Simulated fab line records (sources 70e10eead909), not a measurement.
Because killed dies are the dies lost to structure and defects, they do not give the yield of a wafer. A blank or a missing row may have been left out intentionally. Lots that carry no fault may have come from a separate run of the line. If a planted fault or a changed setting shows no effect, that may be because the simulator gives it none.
Chamber matching	flow nandHarc	NHARC_P_M2_ETCH_35 on rieDiel-02: 4 sister chambers
The step etches the open film in N2/H2, target depth 40 nm, overetch 12 nm, time 43.94 s. 14 wafers are shown with their chamber, then 7 later ones without.

## WAFERS WITH THEIR CHAMBER
wafer	chamber	showerheadPlenumPTorr (Torr)	drypumpMotorCurrentA (A)	rfVppV (V)
L393.3	0	2.07	5.78	432.1
L393.4	2	2.15	5.98	433.0
L393.5	0	2.07	5.79	430.5
L394.4	1	2.17	6.38	433.6
L394.5	1	2.17	6.40	433.8
L394.6	0	2.07	5.79	430.9
L396.2	1	2.17	6.40	433.9
L396.4	0	2.07	5.80	431.8
L396.6	2	2.15	6.00	434.5
L408.1	0	2.07	5.79	430.9
L408.2	3	2.20	6.13	432.6
L408.6	2	2.15	5.99	433.1
L410.4	2	2.15	5.97	433.9
L410.5	0	2.06	5.81	432.1

SIGNATURES (means of the wafers above)
reading	chamber 0	chamber 1	chamber 2	chamber 3	scatter within a chamber
showerheadPlenumPTorr	2.0683	2.1700	2.1500	2.2000	0.00289
drypumpMotorCurrentA	5.7933	6.3933	5.9850	6.1300	0.0114
rfVppV	431.383	433.767	433.625	432.600	0.633
Rule: for each reading, subtract the chamber's mean from the wafer's reading, divide by that reading's scatter and square the result; add these up over the readings and take the root, which gives the wafer's distance from the chamber. The wafer belongs to the nearest chamber; if the next one is less than 2 further off, it can't be placed. The scatter: the root of (the sum of the squares of (reading less its chamber's mean) over the shown wafers, divided by (wafers less chambers)).

## WAFERS WHOSE CHAMBER IS MISSING
wafer	showerheadPlenumPTorr (Torr)	drypumpMotorCurrentA (A)	rfVppV (V)
L410.6	2.17	6.35	433.5
L411.4	2.20	6.12	434.9
L411.5	2.17	6.35	434.8
L411.6	2.06	5.81	432.2
L412.1	2.15	6.01	432.8
L412.3	2.20	6.13	433.4
L412.4	2.17	6.39	433.4

## WHICH CHAMBER EACH ONE RAN IN
wafer	from the rows above	in truth
L410.6	1	1
L411.4	3	3
L411.5	1	1
L411.6	0	0
L412.1	2	2
L412.3	3	3
L412.4	1	1
Correctly placed: 7 of 7. Left unplaced by these rows: 0. Placed wrongly: 0.
